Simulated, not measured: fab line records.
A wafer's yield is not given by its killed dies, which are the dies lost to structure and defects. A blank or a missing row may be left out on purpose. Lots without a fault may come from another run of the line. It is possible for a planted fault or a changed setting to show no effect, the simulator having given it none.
Matching of chambers	flow n5-finfet	rie-diel-02 running N5_BEOL_M11_STRIP_19: 4 sister chambers
The step strips in O2. 16 wafers are shown with their chamber, then 8 later ones without.

WAFERS WITH THEIR CHAMBER
wafer	chamber	showerhead-plenum-p-Torr (Torr)	drypump-motor-current-A (A)	throttle-valve-pct (%)
L074.1	0	2.13	5.4	16.46
L074.4	0	2.13	5.4	16.47
L074.6	1	1.98	6.0	16.40
L075.1	3	2.06	5.7	17.03
L075.2	1	1.98	6.1	16.42
L075.6	0	2.13	5.4	16.47
L084.1	2	2.05	5.5	16.25
L084.3	3	2.06	5.7	17.03
L084.4	1	1.98	6.0	16.39
L086.2	1	1.98	6.0	16.43
L086.4	1	1.98	6.0	16.42
L086.5	2	2.05	5.5	16.26
L088.2	2	2.05	5.5	16.25
L088.3	0	2.12	5.4	16.48
L088.6	0	2.12	5.5	16.52
L092.1	3	2.06	5.7	16.59

SIGNATURES (averages over the wafers above)
reading	chamber 0	chamber 1	chamber 2	chamber 3	scatter within a chamber
showerhead-plenum-p-Torr	2.1260	1.9800	2.0500	2.0600	0.00316
drypump-motor-current-A	5.420	6.020	5.500	5.700	0.0365
throttle-valve-pct	16.4800	16.4120	16.2533	16.8833	0.105
Rule: for a wafer and a chamber, the distance is found by dividing, reading by reading, the gap between the wafer's reading and the chamber's mean by the reading's scatter, squaring, summing and taking the root. If the next closest chamber is less than 2 further off than the closest, the wafer can't be placed; otherwise it belongs to the closest. The scatter: the root of (the sum of the squares of (reading less its chamber's mean) over the shown wafers, divided by (wafers less chambers)).

WAFERS WITHOUT THEIR CHAMBER
wafer	showerhead-plenum-p-Torr (Torr)	drypump-motor-current-A (A)	throttle-valve-pct (%)
L092.2	2.12	5.5	16.51
L092.4	1.97	6.0	16.44
L095.2	1.97	6.1	16.44
L095.5	2.12	5.4	16.50
L095.6	2.06	5.7	16.58
L096.2	2.06	5.7	16.58
L096.5	2.05	5.5	16.26
L096.6	2.06	5.7	16.57

WHICH CHAMBER EACH WENT THROUGH
wafer	from the rows above	in truth
L092.2	0	0
L092.4	1	1
L095.2	1	1
L095.5	0	0
L095.6	3	3
L096.2	3	3
L096.5	2	2
L096.6	3	3
8 of 8 placed correctly. Number that these rows cannot place: 0. Number placed wrongly: 0.
